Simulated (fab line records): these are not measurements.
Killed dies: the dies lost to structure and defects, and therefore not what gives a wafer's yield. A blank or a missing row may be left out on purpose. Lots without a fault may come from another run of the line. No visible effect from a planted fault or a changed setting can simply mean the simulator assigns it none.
Struck lot and sound lot, side by side | flow n5-finfet | 37 steps out of a route of 1938
Sound: wafers L988.4, L988.5, L988.6. Struck: wafer L105.2 (left out: L105.3, L105.6 of the same lot, which were not struck); the cause appears at the end.
Each step with rows lists, per side, the tool, then ch with its chambers, then its first start. Under that, the readings that differ: sound wafers | struck wafers | difference of the means | sigmas: that difference in standard deviations of wafers without a fault.
alike: words and numbers the same on both sides, and readings whose means are apart by under 2 such deviations; not compared: readings that were withheld, readings missing a value for some wafer, numbers with overlapping values and no deviation given by the record, and bounds like >300 which may hide the same value.
Wherever a step has rows on one side only, a row that says differs or no value, or a row with sigmas, the two part there. Non-overlapping numbers with no deviation appear without sigmas and do not part them. Lack of a reading on every wafer of one side parts them only where that side has two or more wafers.

first, 12 steps without rows for these wafers: N5_GATE_CUT_ETCH_37 (etches SOC in N2/H2, target depth 60 nm, overetch 12 nm, time 90 s); N5_GATE_CUT_STRIP_38 (strips in N2/H2); N5_GATE_CUT_STRIP_39 (strips in N2/H2); N5_GATE_CUT_HM_OPEN_40 (chemistry C4F6/O2, target SiO2, target depth 139 nm, time 85.1 s); N5_GATE_CUT_STRIP_41 (strips in CF4); N5_GATE_CUT_STRIP_42 (strips in O2); N5_GATE_CUT_ETCH_19 (etches SiNx in CH3F/O2, target depth 53.7 nm, time 76.7 s); N5_GATE_CUT_CUT_ETCH_53 (etches W in SF6/Cl2, target depth 79.2 nm); N5_GATE_CUT_CUT_ETCH_54 (etches TiN in Cl2/BCl3, target depth 96.7 nm); N5_GATE_CUT_CUT_ETCH_55 (etches HfO2 in BCl3, target depth 3.2 nm); N5_GATE_CUT_ETCH_47 (etches SiO2 in Cl2/BCl3, target depth 10 nm); N5_GATE_CUT_VAPOR_ETCH_48 (etches TiN in BCl3/Cl2).
N5_GATE_CUT_VAPOR_ETCH_49: etches TiAlC in BCl3/Cl2.
  sound on rie-metal-03 ch 0,1, day 5 02:02; struck on rie-metal-01 ch 1, day 9 05:57
  alike: drypump-motor-current-A, oes-product-au
then, 23 steps without rows for these wafers: N5_GATE_CUT_VAPOR_ETCH_51 (etches HfO2 in BCl3/Cl2); N5_GATE_CUT_STRIP_21 (strips in N2/H2, time 30 s); N5_GATE_CUT_STRIP_29 (strips in post etch residue remover, time 60 s); N5_GATE_CUT_SRD_52 (time 30 s); N5_GATE_CUT_ALD_22 (deposits SiNx, target thk 16 nm, pulse time 1 s, ald cycles 320); N5_GATE_CUT_CMP_23 (polishes, stops on SiO2, t overpolish 23.4 s, target thk 16 nm); N5_GATE_CUT_CMP_43 (polishes SiO2); N5_GATE_CUT_CMP_61 (polishes, stops on SiNx, t overpolish 3 s); N5_MOL_CONTACT_COAG_COAT_103 (time 60 s, resist thk 80 nm); N5_MOL_CONTACT_COAG_COAT_104 (time 60 s, resist thk 12 nm); N5_MOL_CONTACT_COAG_COAT_58 (time 60 s, resist thk 10 nm); N5_MOL_CONTACT_COAG_COAT_02 (resist thk 30 nm); N5_MOL_CONTACT_COAG_EBR_04; N5_MOL_CONTACT_COAG_SOFTBAKE_03 (time 60 s); N5_MOL_CONTACT_COAG_EXPOSE_05 (exposes mask CA, defocus 0 nm); N5_MOL_CONTACT_COAG_PEB_06 (peb time 60 s); N5_MOL_CONTACT_COAG_DEVELOP_07 (develop time 30 s); N5_MOL_CONTACT_COAG_DESCUM_13 (chemistry O2, time 7 s); N5_MOL_CONTACT_COAG_ETCH_59 (etches underlayer in N2/H2, target depth 13 nm, time 10.4 s); N5_MOL_CONTACT_COAG_ETCH_105 (etches SiARC in CF4, target depth 15.6 nm, time 26 s); N5_MOL_CONTACT_COAG_ETCH_106 (etches SOC in N2/H2, target depth 80 nm, overetch 16 nm, time 120 s); N5_MOL_CONTACT_COAG_STRIP_107 (strips in N2/H2); N5_MOL_CONTACT_COAG_STRIP_108 (strips in N2/H2).
-- record jumps: 8 days separate the struck wafers' starts on either side; left off in module MOL_CONTACT_COAG, taken up again in module PASSIVATION, whose first shown step is the route's number 1936 --
N5_PASSIVATION_PROBE_49:
  record: rows for the struck wafers here (prober-02, day 17 03:52), none for the sound ones

WHERE THEY PART
Only at N5_PASSIVATION_PROBE_49, as far as this record shows.

WHY: the cause the simulator had injected
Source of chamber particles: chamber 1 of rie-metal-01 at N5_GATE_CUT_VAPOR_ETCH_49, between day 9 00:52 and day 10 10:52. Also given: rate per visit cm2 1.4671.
